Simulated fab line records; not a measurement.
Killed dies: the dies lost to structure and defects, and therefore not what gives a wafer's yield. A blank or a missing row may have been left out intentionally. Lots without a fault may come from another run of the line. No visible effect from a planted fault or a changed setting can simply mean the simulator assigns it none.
Which tool is to blame? :: flow nand harc :: 14 lots with 42 wafers sampled at 4 steps, on a route of 1159 steps

WHAT EACH GAUGE READ, for each wafer
Not one reading of a measure or inspect step in the record can be checked against a usual standard deviation.

WHICH TOOL RAN EACH LOT (tool, then ch and the chambers of the sampled wafers, then the start)
lot: L390
NHARC_A_STAIRCASE_DEP_417: pecvd-01 ch 1,2, day 12 08:22
NHARC_A_STAIRCASE_ETCHBACK_422: rie diel-01 ch 1,2,3, day 13 21:37
NHARC_A_STAIRCASE_DEP_471: pecvd-04 ch 0,1,2, day 13 22:18
NHARC_A_SGD_CUT_DESCUM_14: rie diel-04 ch 1,2,3, day 13 23:53

lot: L391
NHARC_A_STAIRCASE_DEP_417: pecvd-04 ch 0,1,2, day 12 10:26
NHARC_A_STAIRCASE_ETCHBACK_422: rie diel-13 ch 2,3, day 14 03:08
NHARC_A_STAIRCASE_DEP_471: pecvd-02 ch 0,2, day 14 03:47
NHARC_A_SGD_CUT_DESCUM_14: rie diel-07 ch 1,3, day 14 05:28

lot: L392
NHARC_A_STAIRCASE_DEP_417: pecvd-02 ch 0,1, day 12 12:05
NHARC_A_STAIRCASE_ETCHBACK_422: rie diel-13 ch 1,3, day 14 02:59
NHARC_A_STAIRCASE_DEP_471: pecvd-04 ch 0,1, day 14 03:42
NHARC_A_SGD_CUT_DESCUM_14: rie diel-03 ch 0,1,3, day 14 05:10

lot: L395
NHARC_A_STAIRCASE_DEP_417: pecvd-04 ch 0,1,2, day 13 07:02
NHARC_A_STAIRCASE_ETCHBACK_422: rie diel-11 ch 0,2,3, day 15 04:35
NHARC_A_STAIRCASE_DEP_471: pecvd-04 ch 0,1, day 15 05:34
NHARC_A_SGD_CUT_DESCUM_14: rie diel-03 ch 0,1,3, day 15 07:24

lot: L394
NHARC_A_STAIRCASE_DEP_417: pecvd-02 ch 0,1,2, day 13 10:19
NHARC_A_STAIRCASE_ETCHBACK_422: rie diel-13 ch 0,2, day 15 04:18
NHARC_A_STAIRCASE_DEP_471: pecvd-01 ch 1,2, day 15 05:07
NHARC_A_SGD_CUT_DESCUM_14: rie diel-04 ch 0,2,3, day 15 07:03

lot: L396
NHARC_A_STAIRCASE_DEP_417: pecvd-02 ch 0,1, day 14 02:25
NHARC_A_STAIRCASE_ETCHBACK_422: rie diel-13 ch 1,3, day 15 19:58
NHARC_A_STAIRCASE_DEP_471: pecvd-01 ch 0,1, day 15 20:37
NHARC_A_SGD_CUT_DESCUM_14: rie diel-03 ch 0,1,3, day 15 22:07

lot: L398
NHARC_A_STAIRCASE_DEP_417: pecvd-04 ch 0,2, day 14 04:44
NHARC_A_STAIRCASE_ETCHBACK_422: rie diel-11 ch 0,2,3, day 16 02:29
NHARC_A_STAIRCASE_DEP_471: pecvd-02 ch 0,1,2, day 16 03:08
NHARC_A_SGD_CUT_DESCUM_14: rie diel-03 ch 1,2, day 16 04:44

lot: L399
NHARC_A_STAIRCASE_DEP_417: pecvd-02 ch 0,1, day 14 05:40
NHARC_A_STAIRCASE_ETCHBACK_422: rie diel-01 ch 0,1,2, day 16 02:13
NHARC_A_STAIRCASE_DEP_471: pecvd-04 ch 1,2, day 16 02:51
NHARC_A_SGD_CUT_DESCUM_14: rie diel-07 ch 0,1,3, day 16 04:29

lot: L400
NHARC_A_STAIRCASE_DEP_417: pecvd-02 ch 0,1,2, day 14 21:12
NHARC_A_STAIRCASE_ETCHBACK_422: rie diel-13 ch 1,2,3, day 16 17:29
NHARC_A_STAIRCASE_DEP_471: pecvd-01 ch 0,1,2, day 16 18:09
NHARC_A_SGD_CUT_DESCUM_14: rie diel-07 ch 1,2,3, day 16 19:46

lot: L403
NHARC_A_STAIRCASE_DEP_417: pecvd-01 ch 0,1, day 15 11:02
NHARC_A_STAIRCASE_ETCHBACK_422: rie diel-11 ch 0,1,3, day 17 03:32
NHARC_A_STAIRCASE_DEP_471: pecvd-01 ch 0,1,2, day 17 04:11
NHARC_A_SGD_CUT_DESCUM_14: -

lot: L406
NHARC_A_STAIRCASE_DEP_417: pecvd-01 ch 1,2, day 15 23:25
NHARC_A_STAIRCASE_ETCHBACK_422: rie diel-11 ch 0,1,3, day 17 14:29
NHARC_A_STAIRCASE_DEP_471: pecvd-01 ch 0,2, day 17 15:07
NHARC_A_SGD_CUT_DESCUM_14: -

lot: L411
NHARC_A_STAIRCASE_DEP_417: pecvd-02 ch 0,1,2, day 17 07:47
NHARC_A_STAIRCASE_ETCHBACK_422: rie diel-01 ch 0,3, day 19 05:12
NHARC_A_STAIRCASE_DEP_471: pecvd-04 ch 0,1,2, day 19 05:51
NHARC_A_SGD_CUT_DESCUM_14: rie diel-07 ch 0,1,3, day 19 07:32

lot: L410
NHARC_A_STAIRCASE_DEP_417: pecvd-04 ch 0,2, day 17 14:05
NHARC_A_STAIRCASE_ETCHBACK_422: rie diel-11 ch 0,1,2, day 19 04:31
NHARC_A_STAIRCASE_DEP_471: pecvd-04 ch 0,2, day 19 05:08
NHARC_A_SGD_CUT_DESCUM_14: rie diel-03 ch 1,2,3, day 19 06:38

lot: L412
NHARC_A_STAIRCASE_DEP_417: pecvd-01 ch 0,1, day 17 16:49
NHARC_A_STAIRCASE_ETCHBACK_422: rie diel-13 ch 1,3, day 19 05:01
NHARC_A_STAIRCASE_DEP_471: pecvd-01 ch 0,1, day 19 05:41
NHARC_A_SGD_CUT_DESCUM_14: rie diel-04 ch 0,1,2, day 19 07:08
- NHARC_A_STAIRCASE_DEP_417: deposits Si3N4, target thk 60 nm.
- NHARC_A_STAIRCASE_ETCHBACK_422: etches the open film in CH3F/O2, target depth 40 nm, time 74.286 s.
- NHARC_A_STAIRCASE_DEP_471: deposits SiO2, target thk 100 nm.
- NHARC_A_SGD_CUT_DESCUM_14: chemistry O2, time 3 s.

AS READ BY THE TOOLS THEMSELVES (means over the sampled wafers that have a number; for cases with no such wafer, the mark the record gives instead)
NHARC_A_STAIRCASE_DEP_417.
lot: L390
tool: pecvd-01
heater power outer w (W): 411
heater power w (W): 757
rf fwd power W (W): 448.5

lot: L391
tool: pecvd-04
heater power outer w (W): 412
heater power w (W): 725
rf fwd power W (W): 449.0

lot: L392
tool: pecvd-02
heater power outer w (W): 481
heater power w (W): 798
rf fwd power W (W): 449.2

lot: L395
tool: pecvd-04
heater power outer w (W): 472
heater power w (W): 809
rf fwd power W (W): 449.1

lot: L394
tool: pecvd-02
heater power outer w (W): 496
heater power w (W): 786
rf fwd power W (W): 448.4

lot: L396
tool: pecvd-02
heater power outer w (W): 478
heater power w (W): 759
rf fwd power W (W): 448.7

lot: L398
tool: pecvd-04
heater power outer w (W): 443
heater power w (W): 776
rf fwd power W (W): 449.1

lot: L399
tool: pecvd-02
heater power outer w (W): 447
heater power w (W): 771
rf fwd power W (W): 448.6

lot: L400
tool: pecvd-02
heater power outer w (W): 465
heater power w (W): 738
rf fwd power W (W): 448.8

lot: L403
tool: pecvd-01
heater power outer w (W): 391
heater power w (W): 660
rf fwd power W (W): 448.2

lot: L406
tool: pecvd-01
heater power outer w (W): 363
heater power w (W): 662
rf fwd power W (W): 448.4

lot: L411
tool: pecvd-02
heater power outer w (W): 509
heater power w (W): 797
rf fwd power W (W): 449.2

lot: L410
tool: pecvd-04
heater power outer w (W): 419
heater power w (W): 740
rf fwd power W (W): 449.4

lot: L412
tool: pecvd-01
heater power outer w (W): 373
heater power w (W): 638
rf fwd power W (W): 447.4

NHARC_A_STAIRCASE_ETCHBACK_422.
lot: L390
tool: rie diel-01
bias w (W): 99.9
drypump motor current A (A): 5.9
oes product au (a.u.): 1.01
rf fwd power W (W): 496.5
rf vpp V (V): 245.0
showerhead plenum p Torr (Torr): 2.46
throttle valve pct (%): 20.656

lot: L391
tool: rie diel-13
bias w (W): 99.9
drypump motor current A (A): 5.4
oes product au (a.u.): 1.01
rf fwd power W (W): 495.9
rf vpp V (V): 244.4
showerhead plenum p Torr (Torr): 2.42
throttle valve pct (%): 20.668

lot: L392
tool: rie diel-13
bias w (W): 99.7
drypump motor current A (A): 5.5
oes product au (a.u.): 1.01
rf fwd power W (W): 496.2
rf vpp V (V): 244.8
showerhead plenum p Torr (Torr): 2.46
throttle valve pct (%): 20.658

lot: L395
tool: rie diel-11
bias w (W): 99.8
drypump motor current A (A): 5.6
oes product au (a.u.): 0.92
rf fwd power W (W): 498.5
rf vpp V (V): 244.3
showerhead plenum p Torr (Torr): 2.50
throttle valve pct (%): 20.663

lot: L394
tool: rie diel-13
bias w (W): 100.1
drypump motor current A (A): 5.7
oes product au (a.u.): 1.02
rf fwd power W (W): 496.8
rf vpp V (V): 244.9
showerhead plenum p Torr (Torr): 2.53
throttle valve pct (%): 20.654

lot: L396
tool: rie diel-13
bias w (W): 100.0
drypump motor current A (A): 5.5
oes product au (a.u.): 0.93
rf fwd power W (W): 495.9
rf vpp V (V): 244.1
showerhead plenum p Torr (Torr): 2.42
throttle valve pct (%): 20.663

lot: L398
tool: rie diel-11
bias w (W): 99.9
drypump motor current A (A): 5.6
oes product au (a.u.): 0.93
rf fwd power W (W): 497.2
rf vpp V (V): 245.2
showerhead plenum p Torr (Torr): 2.49
throttle valve pct (%): 20.663

lot: L399
tool: rie diel-01
bias w (W): 100.1
drypump motor current A (A): 5.7
oes product au (a.u.): 1.00
rf fwd power W (W): 494.9
rf vpp V (V): 243.7
showerhead plenum p Torr (Torr): 2.46
throttle valve pct (%): 20.663

lot: L400
tool: rie diel-13
bias w (W): 99.8
drypump motor current A (A): 5.4
oes product au (a.u.): 1.00
rf fwd power W (W): 495.8
rf vpp V (V): 243.6
showerhead plenum p Torr (Torr): 2.45
throttle valve pct (%): 20.664

lot: L403
tool: rie diel-11
bias w (W): 100.0
drypump motor current A (A): 5.7
oes product au (a.u.): 1.00
rf fwd power W (W): 497.4
rf vpp V (V): 244.8
showerhead plenum p Torr (Torr): 2.50
throttle valve pct (%): 20.663

lot: L406
tool: rie diel-11
bias w (W): 99.7
drypump motor current A (A): 5.7
oes product au (a.u.): 0.99
rf fwd power W (W): 496.7
rf vpp V (V): 244.6
showerhead plenum p Torr (Torr): 2.50
throttle valve pct (%): 20.664

lot: L411
tool: rie diel-01
bias w (W): 100.0
drypump motor current A (A): 5.6
oes product au (a.u.): 0.99
rf fwd power W (W): 494.1
rf vpp V (V): 244.3
showerhead plenum p Torr (Torr): 2.48
throttle valve pct (%): 20.661

lot: L410
tool: rie diel-11
bias w (W): 100.1
drypump motor current A (A): 5.6
oes product au (a.u.): 0.92
rf fwd power W (W): 497.0
rf vpp V (V): 243.9
showerhead plenum p Torr (Torr): 2.44
throttle valve pct (%): 20.663

lot: L412
tool: rie diel-13
bias w (W): 99.7
drypump motor current A (A): 5.5
oes product au (a.u.): 0.92
rf fwd power W (W): 494.5
rf vpp V (V): 244.3
showerhead plenum p Torr (Torr): 2.45
throttle valve pct (%): 20.668

NHARC_A_STAIRCASE_DEP_471.
lot: L390
tool: pecvd-04
chamber pressure Torr (Torr): 6.503
flow sccm (sccm): 2651
heater power w (W): 669
rf fwd power W (W): 896
throttle valve pct (%): 15.7

lot: L391
tool: pecvd-02
chamber pressure Torr (Torr): 6.498
flow sccm (sccm): 2650
heater power w (W): 608
rf fwd power W (W): 896
throttle valve pct (%): 15.7

lot: L392
tool: pecvd-04
chamber pressure Torr (Torr): 6.491
flow sccm (sccm): 2649
heater power w (W): 565
rf fwd power W (W): 899
throttle valve pct (%): 15.9

lot: L395
tool: pecvd-04
chamber pressure Torr (Torr): 6.497
flow sccm (sccm): 2647
heater power w (W): 654
rf fwd power W (W): 894
throttle valve pct (%): 16.0

lot: L394
tool: pecvd-01
chamber pressure Torr (Torr): 6.516
flow sccm (sccm): 2643
heater power w (W): 656
rf fwd power W (W): 896
throttle valve pct (%): 16.4

lot: L396
tool: pecvd-01
chamber pressure Torr (Torr): 6.509
flow sccm (sccm): 2656
heater power w (W): 517
rf fwd power W (W): 895
throttle valve pct (%): 16.3

lot: L398
tool: pecvd-02
chamber pressure Torr (Torr): 6.506
flow sccm (sccm): 2657
heater power w (W): 588
rf fwd power W (W): 896
throttle valve pct (%): 15.2

lot: L399
tool: pecvd-04
chamber pressure Torr (Torr): 6.498
flow sccm (sccm): 2654
heater power w (W): 616
rf fwd power W (W): 892
throttle valve pct (%): 15.2

lot: L400
tool: pecvd-01
chamber pressure Torr (Torr): 6.502
flow sccm (sccm): 2643
heater power w (W): 529
rf fwd power W (W): 897
throttle valve pct (%): 16.5

lot: L403
tool: pecvd-01
chamber pressure Torr (Torr): -
flow sccm (sccm): -
heater power w (W): -
rf fwd power W (W): -
throttle valve pct (%): -

lot: L406
tool: pecvd-01
chamber pressure Torr (Torr): -
flow sccm (sccm): -
heater power w (W): -
rf fwd power W (W): -
throttle valve pct (%): -

lot: L411
tool: pecvd-04
chamber pressure Torr (Torr): 6.496
flow sccm (sccm): 2648
heater power w (W): 602
rf fwd power W (W): 895
throttle valve pct (%): 15.3

lot: L410
tool: pecvd-04
chamber pressure Torr (Torr): 6.498
flow sccm (sccm): 2654
heater power w (W): 639
rf fwd power W (W): 895
throttle valve pct (%): 15.8

lot: L412
tool: pecvd-01
chamber pressure Torr (Torr): 6.490
flow sccm (sccm): 2652
heater power w (W): 509
rf fwd power W (W): 897
throttle valve pct (%): 15.8

NHARC_A_SGD_CUT_DESCUM_14.
lot: L390
tool: rie diel-04
drypump motor current A (A): 5.7
oes product au (a.u.): 0.990
rf vpp V (V): 56.5
showerhead plenum p Torr (Torr): 1.91
throttle valve pct (%): 11.308

lot: L391
tool: rie diel-07
drypump motor current A (A): 6.0
oes product au (a.u.): 0.995
rf vpp V (V): 57.4
showerhead plenum p Torr (Torr): 1.85
throttle valve pct (%): 11.305

lot: L392
tool: rie diel-03
drypump motor current A (A): 5.3
oes product au (a.u.): 1.009
rf vpp V (V): 58.3
showerhead plenum p Torr (Torr): 1.95
throttle valve pct (%): 11.311

lot: L395
tool: rie diel-03
drypump motor current A (A): 5.3
oes product au (a.u.): 1.006
rf vpp V (V): 56.6
showerhead plenum p Torr (Torr): 1.94
throttle valve pct (%): 11.317

lot: L394
tool: rie diel-04
drypump motor current A (A): 5.5
oes product au (a.u.): 1.003
rf vpp V (V): 57.5
showerhead plenum p Torr (Torr): 1.91
throttle valve pct (%): 11.307

lot: L396
tool: rie diel-03
drypump motor current A (A): 5.3
oes product au (a.u.): 1.010
rf vpp V (V): 58.0
showerhead plenum p Torr (Torr): 1.94
throttle valve pct (%): 11.306

lot: L398
tool: rie diel-03
drypump motor current A (A): 5.3
oes product au (a.u.): 1.000
rf vpp V (V): 57.9
showerhead plenum p Torr (Torr): 1.92
throttle valve pct (%): 11.309

lot: L399
tool: rie diel-07
drypump motor current A (A): 6.0
oes product au (a.u.): 0.992
rf vpp V (V): 58.1
showerhead plenum p Torr (Torr): 1.86
throttle valve pct (%): 11.305

lot: L400
tool: rie diel-07
drypump motor current A (A): 5.9
oes product au (a.u.): 1.005
rf vpp V (V): 57.9
showerhead plenum p Torr (Torr): 1.89
throttle valve pct (%): 11.318

lot: L411
tool: rie diel-07
drypump motor current A (A): 6.0
oes product au (a.u.): 0.997
rf vpp V (V): 58.1
showerhead plenum p Torr (Torr): 1.86
throttle valve pct (%): 11.305

lot: L410
tool: rie diel-03
drypump motor current A (A): 5.1
oes product au (a.u.): 0.983
rf vpp V (V): 57.5
showerhead plenum p Torr (Torr): 1.98
throttle valve pct (%): 11.305

lot: L412
tool: rie diel-04
drypump motor current A (A): 5.6
oes product au (a.u.): 0.996
rf vpp V (V): 57.8
showerhead plenum p Torr (Torr): 1.89
throttle valve pct (%): 11.307

THE ANSWER, worked out from the rows above alone
Rule: usual is defined by the lots themselves. The widest of any qualifying gaps counts: lots, ordered by their means at a reading, are off when they make up no more than a third of the lots, leave a main group of 4 or more, and stand apart from it by 3 or more times the standard deviation of that group's means. Not used: any main group whose means are identical at the precision the tables above print for the reading. Also off: a lot with no number at a reading for which 4 or more lots have one. Any other lot the step has rows for is counted as sound. First the gauges in route order, then the tools' own readings, where a lot's mean is used as printed above. At the first step where some lot is off, the reading lying furthest off is the one used; lots without a number count as furthest.
Off: L403, L406 (NHARC_A_STAIRCASE_DEP_471, chamber pressure Torr). Without a number there: L403, L406. For the main group the mean is 6.500 Torr and the standard deviation 0.0071.
A tool fits if, at that step or a process step before it, it ran every lot that is off, and no sound lot after the first of them. None of those tried fits.

WHAT THE SIMULATOR HAD INSERTED
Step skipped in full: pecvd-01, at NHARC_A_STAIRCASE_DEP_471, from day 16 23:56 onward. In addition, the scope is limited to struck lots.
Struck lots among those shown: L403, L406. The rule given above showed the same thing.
